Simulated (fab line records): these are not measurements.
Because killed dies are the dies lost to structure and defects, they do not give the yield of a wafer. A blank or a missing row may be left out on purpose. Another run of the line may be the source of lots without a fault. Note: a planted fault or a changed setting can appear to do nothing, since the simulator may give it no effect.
Which tool is to blame? + flow n5_finfet + 27 wafers from 9 lots sampled at 5 of the route's 1938 steps

== WHAT THE GAUGES SHOWED, per wafer ==
N5_BEOL_M4_RC_MEAS_101. Usual: DIBL_N 36.7 mV/V, standard deviation 2.4; DIBL_P 37.4 mV/V, standard deviation 2.9; IOFF_N 0.18 nA/um, standard deviation 0.05; IOFF_P 0.23 nA/um, standard deviation 0.058; ION_N 683 uA/um, standard deviation 16; ION_P 467 uA/um, standard deviation 11; SS_N 71.7 mV/dec, standard deviation 0.77; SS_P 73.5 mV/dec, standard deviation 0.87; VT_N 249 mV, standard deviation 4.3; VT_P -250 mV, standard deviation 4.4.
| lot  | measured     | on        | DIBL_N (mV/V)  | DIBL_P (mV/V)  | IOFF_N (nA/um) | IOFF_P (nA/um) | ION_N (uA/um) | ION_P (uA/um) | SS_N (mV/dec)  | SS_P (mV/dec)  | VT_N (mV)   | VT_P (mV)      | flag |
|------|--------------|-----------|----------------|----------------|----------------|----------------|---------------|---------------|----------------|----------------|-------------|----------------|------|
| L501 | day 7 13:15  | prober-01 | 38.7 35.2 33.1 | 41.7 37.8 33.2 | 0.22 0.16 0.11 | 0.29 0.22 0.14 | 691 671 657   | 467 461 456   | 72.6 71.3 71.1 | 75.5 73.5 72.6 | 244 251 254 | -248 -251 -257 |      |
| L502 | day 8 08:13  | prober-02 | 35.9 35.8 38.7 | 34.4 36.3 38.9 | 0.14 0.16 0.21 | 0.17 0.21 0.25 | 669 697 704   | 455 481 479   | 71.1 71.3 71.7 | 72.3 73.1 74.3 | 254 247 247 | -253 -251 -248 |      |
| L509 | day 9 17:10  | prober-01 | 39.1 35.8 39.2 | 37.9 35.5 39.8 | 0.23 0.16 0.24 | 0.31 0.25 0.35 | 676 682 699   | 473 475 477   | 73.1 71.4 71.8 | 73.8 73.0 74.4 | 245 250 244 | -244 -248 -241 |      |
| L510 | day 10 00:06 | prober-01 | 38.4 38.5 37.4 | 38.5 38.8 36.5 | 0.19 0.21 0.18 | 0.28 0.29 0.26 | 692 703 680   | 482 484 470   | 72.2 72.1 72.1 | 74.2 73.7 73.5 | 249 245 245 | -246 -246 -246 |      |
| L512 | day 10 11:44 | prober-01 | 37.4 36.5 38.0 | 38.8 35.5 38.7 | 0.19 0.15 0.19 | 0.24 0.18 0.24 | 682 667 697   | 463 448 475   | 72.1 71.5 72.1 | 73.5 71.9 73.1 | 248 251 245 | -250 -253 -249 |      |
| L515 | day 11 11:25 | prober-02 | 40.2 36.4 40.9 | 40.8 36.5 42.7 | 0.23 0.16 0.29 | 0.29 0.22 0.33 | 690 691 711   | 473 476 480   | 73.1 71.3 72.8 | 74.3 72.9 74.5 | 243 247 238 | -246 -249 -242 |      |
| L518 | day 11 20:03 | prober-02 | 34.8 32.5 34.2 | 37.0 34.5 36.5 | 0.14 0.11 0.13 | 0.21 0.17 0.19 | 662 665 658   | 461 463 460   | 71.4 70.2 70.7 | 73.7 72.6 73.0 | 254 258 255 | -249 -253 -252 |      |
| L520 | day 12 14:08 | prober-01 | 40.3 40.3 35.6 | 42.7 41.8 37.4 | 0.30 0.27 0.19 | 0.37 0.34 0.24 | 702 679 703   | 484 466 483   | 73.1 73.4 71.7 | 74.9 76.0 72.8 | 240 245 245 | -243 -246 -247 |      |
| L521 | day 12 21:37 | prober-01 | 37.9 34.5 35.7 | 40.9 35.3 38.1 | 0.19 0.13 0.16 | 0.23 0.15 0.19 | 669 664 666   | 459 449 449   | 72.2 71.4 71.5 | 73.8 72.8 73.4 | 248 251 247 | -251 -256 -254 |      |

N5_BEOL_M9_THK_MEAS_01. Usual: M9_ILD_THK 268 nm, standard deviation 4.
| lot  | measured     | on            | M9_ILD_THK (nm) | flag |
|------|--------------|---------------|-----------------|------|
| L501 | day 9 03:19  | film_metro-02 | 546 547 552     | OFF  |
| L502 | day 10 00:16 | film_metro-02 | 542 550 551     | OFF  |
| L509 | day 11 05:58 | film_metro-02 | 265 267 270     |      |
| L510 | day 11 10:40 | film_metro-01 | 266 268 270     |      |
| L512 | day 12 01:28 | film_metro-01 | 264 265 272     |      |
| L515 | day 13 03:58 | film_metro-02 | 269 269 274     |      |
| L518 | day 13 13:27 | film_metro-02 | 263 264 266     |      |
| L520 | day 14 06:37 | film_metro-01 | 264 269 272     |      |
| L521 | day 14 15:19 | film_metro-02 | 267 270 277     |      |

== WHICH TOOL RAN EACH LOT (tool, then ch and the chambers of the sampled wafers, then the start) ==
| lot  | N5_BEOL_M8_ETCH_41                            | N5_BEOL_M8_PRE_CLEAN_45      | N5_BEOL_M9_ILD_DEP_00         |
|------|-----------------------------------------------|------------------------------|-------------------------------|
| L501 | rie_diel-03 ch 0,2, day 9 00:17 or earlier    | pvd_sputter-03, day 9 00:17  | pecvd-01 ch 0,1, day 9 02:24  |
| L502 | rie_diel-01 ch 0,1,3, day 9 19:59 or earlier  | pvd_sputter-03, day 9 19:59  | pecvd-03 ch 0,1, day 9 22:32  |
| L509 | rie_diel-01 ch 0,1,2, day 11 03:36 or earlier | pvd_sputter-02, day 11 03:36 | pecvd-03 ch 0,1, day 11 05:22 |
| L510 | rie_diel-03 ch 0,2,3, day 11 08:26 or earlier | pvd_sputter-03, day 11 08:26 | pecvd-03 ch 0,1, day 11 10:04 |
| L512 | rie_diel-04 ch 0,1,3, day 11 22:50 or earlier | pvd_sputter-03, day 11 22:50 | pecvd-03 ch 0,1, day 12 00:52 |
| L515 | rie_diel-01 ch 0,2,3, day 13 00:59 or earlier | pvd_sputter-03, day 13 00:59 | pecvd-01 ch 0,1, day 13 03:22 |
| L518 | rie_diel-04 ch 0,2, day 13 09:49 or earlier   | pvd_sputter-01, day 13 09:49 | pecvd-02 ch 0, day 13 12:50   |
| L520 | rie_diel-03 ch 1,2, day 14 04:22 or earlier   | pvd_sputter-02, day 14 04:22 | pecvd-02 ch 0,1, day 14 06:02 |
| L521 | rie_diel-04 ch 1,2,3, day 14 13:01 or earlier | pvd_sputter-02, day 14 13:01 | pecvd-01 ch 0,2, day 14 14:43 |
- N5_BEOL_M8_ETCH_41: etches SiCN in CH3F/O2, target depth 31.9 nm, time 57.8 s.
- N5_BEOL_M8_PRE_CLEAN_45: time 30 s.
- N5_BEOL_M9_ILD_DEP_00: deposits SiCOH lowk from DEMS/porogen, target thk 308.51 nm, time 58 s.

== WHAT THE TOOLS THEMSELVES READ (means of the sampled wafers that have a number; where no wafer has one, the mark that the record gives instead) ==
N5_BEOL_M8_ETCH_41. Usual: drypump_motor_current_A 5.7 A, standard deviation 0.46; oes_product_au 0.77 a.u., standard deviation 0.085; rf_vpp_V 297.9 V, standard deviation 1.8; showerhead_plenum_p_Torr 2.03 Torr, standard deviation 0.086; throttle_valve_pct 16.39 %, standard deviation 0.2.
| lot  | tool        | drypump_motor_current_A (A) | oes_product_au (a.u.) | rf_vpp_V (V) | showerhead_plenum_p_Torr (Torr) | throttle_valve_pct (%) | flag |
|------|-------------|-----------------------------|-----------------------|--------------|---------------------------------|------------------------|------|
| L501 | rie_diel-03 | 6.1                         | 0.73                  | 297.5        | 2.02                            | 16.52                  |      |
| L502 | rie_diel-01 | 6.0                         | 0.75                  | 297.2        | 2.00                            | 16.31                  |      |
| L509 | rie_diel-01 | 5.8                         | 0.80                  | 297.8        | 2.02                            | 16.32                  |      |
| L510 | rie_diel-03 | 5.9                         | 0.70                  | 297.1        | 2.01                            | 16.63                  |      |
| L512 | rie_diel-04 | 5.4                         | 0.82                  | 297.9        | 2.00                            | 16.35                  |      |
| L515 | rie_diel-01 | 5.7                         | 0.79                  | 299.2        | 2.07                            | 16.36                  |      |
| L518 | rie_diel-04 | 5.4                         | 0.83                  | 299.5        | 2.13                            | 16.33                  |      |
| L520 | rie_diel-03 | 5.7                         | 0.76                  | 296.2        | 1.97                            | 16.34                  |      |
| L521 | rie_diel-04 | 5.3                         | 0.78                  | 297.0        | 1.99                            | 16.32                  |      |

N5_BEOL_M8_PRE_CLEAN_45. Usual: heater_power_w at 324 W, with a standard deviation of 45.
| lot  | tool           | heater_power_w (W) | flag |
|------|----------------|--------------------|------|
| L501 | pvd_sputter-03 | 340                |      |
| L502 | pvd_sputter-03 | 344                |      |
| L509 | pvd_sputter-02 | 309                |      |
| L510 | pvd_sputter-03 | 359                |      |
| L512 | pvd_sputter-03 | 387                |      |
| L515 | pvd_sputter-03 | 361                |      |
| L518 | pvd_sputter-01 | 323                |      |
| L520 | pvd_sputter-02 | 281                |      |
| L521 | pvd_sputter-02 | 330                |      |

N5_BEOL_M9_ILD_DEP_00. Usual: heater_power_outer_w 125 W, standard deviation 36; heater_power_w 284 W, standard deviation 51; showerhead_plenum_p_Torr 5.743 Torr, standard deviation 0.016; throttle_valve_pct 14.3 %, standard deviation 0.88.
| lot  | tool     | heater_power_outer_w (W) | heater_power_w (W) | showerhead_plenum_p_Torr (Torr) | throttle_valve_pct (%) | flag |
|------|----------|--------------------------|--------------------|---------------------------------|------------------------|------|
| L501 | pecvd-01 | 140                      | 287                | 5.752                           | 15.2                   |      |
| L502 | pecvd-03 | 118                      | 287                | 5.745                           | 14.1                   |      |
| L509 | pecvd-03 | 137                      | 310                | 5.742                           | 14.2                   |      |
| L510 | pecvd-03 | 128                      | 300                | 5.742                           | 14.3                   |      |
| L512 | pecvd-03 | 128                      | 297                | 5.737                           | 14.5                   |      |
| L515 | pecvd-01 | 131                      | 278                | 5.749                           | 15.4                   |      |
| L518 | pecvd-02 | 134                      | 318                | 5.730                           | 15.1                   |      |
| L520 | pecvd-02 | 160                      | 347                | 5.743                           | 14.8                   |      |
| L521 | pecvd-01 | 120                      | 258                | 5.732                           | 14.0                   |      |

== THE ANSWER, worked out from the rows above alone ==
Rule: a lot is off if the mean of its wafers that have a number lies more than 3 standard deviations from the usual mean. Also off: a lot with no number at a reading for which 4 or more lots have one. Where the step has rows for the other lots, those lots are counted as sound. After the gauges, taken in route order, come the tools' own readings; for these a lot's mean is taken, as printed above. At the first step where some lot is off, the reading lying furthest off is the one used; lots without a number count as furthest.
Off: L501, L502, at N5_BEOL_M9_THK_MEAS_01 (M9_ILD_THK).
A tool fits if, at a process step before that reading, it ran every lot that is off, and no sound lot after the first of them. The gauges at N5_BEOL_M9_THK_MEAS_01 are tried like those tools. N5_BEOL_M8_ETCH_41 gives no start for some lots, so the hours and the order of its lots are those of N5_BEOL_M8_PRE_CLEAN_45. None of those tried fits.

== WHAT THE SIMULATOR HAD INSERTED ==
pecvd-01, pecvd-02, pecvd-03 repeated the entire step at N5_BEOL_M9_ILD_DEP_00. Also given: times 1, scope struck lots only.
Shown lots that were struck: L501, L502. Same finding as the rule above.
